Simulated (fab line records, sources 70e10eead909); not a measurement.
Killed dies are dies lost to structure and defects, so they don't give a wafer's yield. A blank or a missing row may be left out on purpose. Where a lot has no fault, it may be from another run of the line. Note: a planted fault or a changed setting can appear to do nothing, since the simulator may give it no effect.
Struck lot and sound lot, side by side    flow nand_harc    14 out of 1302 route steps
Sound: wafers L937.1, L937.4, L937.6. Wafers L946.1, L946.3, L946.4 were the ones struck. Last of all comes the cause.
Each step with rows lists, per side, the tool, then ch with its chambers, then its first start. Under that, the readings that differ: sound wafers    struck wafers    difference of the means    sigmas: that difference in standard deviations of wafers without a fault.
alike: a reading whose means differ by less than 2 such deviations, as well as words and numbers matching on both sides. not compared: withheld readings; readings where some wafer has no value; bounds like >300 that might hide an equal value; numbers whose values overlap and for which the record gives no deviation.
Wherever a step has rows on one side only, a row that says differs or no value, or a row with sigmas, the two part there. When numbers do not overlap yet have no deviation, they are printed without sigmas and do not part them. A reading missing from all wafers of one side parts the sides only when that side holds two or more wafers.

first, 5 steps without rows for these wafers: NHARC_A_STAIRCASE_EBR_180; NHARC_A_STAIRCASE_EXPOSE_181 (exposes mask STAIR 2); NHARC_A_STAIRCASE_PEB_182 (peb time 130 s); NHARC_A_STAIRCASE_DEVELOP_183 (time 140 s); NHARC_A_STAIRCASE_HARDBAKE_185 (time 140 s).
NHARC_A_STAIRCASE_DESCUM_186: chemistry O2, time 3 s.
  sound on rie_diel-08 ch 0,2, day 16 04:59; struck on rie_diel-04 ch 0,2,3, day 20 09:20
  alike: drypump_motor_current_A, oes_product_au, rf_vpp_V, showerhead_plenum_p_Torr, throttle_valve_pct
  not compared: rf_hours_counter_h
NHARC_A_STAIRCASE_TRIM_187: chemistry O2, time 211.2 s.
  sound on rie_diel-08 ch 0,1,2, day 16 05:03; struck on rie_diel-04 ch 0,1,2, day 20 09:26
reading                      sound        struck       difference  sigmas
drypump_motor_current_A (A)  4.8 5.3 5.9  5.8 6.5 6.7  +1.0        +2
  alike: oes_product_au, rf_vpp_V, showerhead_plenum_p_Torr, throttle_valve_pct
  not compared: rf_hours_counter_h
NHARC_A_STAIRCASE_ETCH_188: etches the open film in C4F8/O2, target depth 100 nm, time 40.5 s.
  sound on rie_diel-08 ch 2,3; struck on rie_diel-04 ch 0,1,2
  alike: oes_product_au, rf_fwd_power_W, rf_vpp_V
  not compared: rf_hours_counter_h
then, 1 step without rows for these wafers: NHARC_A_STAIRCASE_TRIM_189 (chemistry O2, time 211.2 s).
NHARC_A_STAIRCASE_ETCH_190: etches the open film in C4F8/O2, target depth 100 nm, time 40.5 s.
  sound on rie_diel-08 ch 1,3; struck on rie_diel-04 ch 1,2,3
  alike: oes_product_au, rf_fwd_power_W, rf_vpp_V
  not compared: rf_hours_counter_h
then, 1 step without rows for these wafers: NHARC_A_STAIRCASE_TRIM_191 (chemistry O2, time 211.2 s).
NHARC_A_STAIRCASE_ETCH_192: etches the open film in C4F8/O2, target depth 100 nm, time 40.5 s.
  sound on rie_diel-08 ch 0,1,3, day 16 05:41; struck on rie_diel-04 ch 0,2,3, day 20 10:07
reading                sound              struck             difference  sigmas
oes_product_au (a.u.)  0.953 0.945 0.957  0.841 0.849 0.857  -0.103      -11
rf_fwd_power_W (W)     594.2 591.1 595.6  497.8 497.6 498.4  -95.7       -42
  alike: rf_vpp_V
  not compared: rf_hours_counter_h
NHARC_A_STAIRCASE_TRIM_193: chemistry O2, time 211.2 s.
  sound on rie_diel-08 ch 1,3; struck on rie_diel-04 ch 0,1,2
reading                      sound        struck       difference  sigmas
drypump_motor_current_A (A)  4.8 6.1 4.8  5.9 6.7 6.5  +1.1        +2
  alike: oes_product_au, rf_vpp_V, showerhead_plenum_p_Torr, throttle_valve_pct
  not compared: rf_hours_counter_h
-- the record jumps here: 8 days lie between the struck wafers' starts before and after (it left off in module A_STAIRCASE and takes up again in module END, whose first step shown is number 1302 of the route) --
NHARC_END_SORT_01:
  at this point the record logs the struck wafers (prober-02 ch 0, day 28 22:01) and has no rows for the sound ones

== WHERE THEY PART ==
Earliest at NHARC_A_STAIRCASE_TRIM_187; latest, in this record, at NHARC_END_SORT_01.

WHY: whatever the simulator had introduced
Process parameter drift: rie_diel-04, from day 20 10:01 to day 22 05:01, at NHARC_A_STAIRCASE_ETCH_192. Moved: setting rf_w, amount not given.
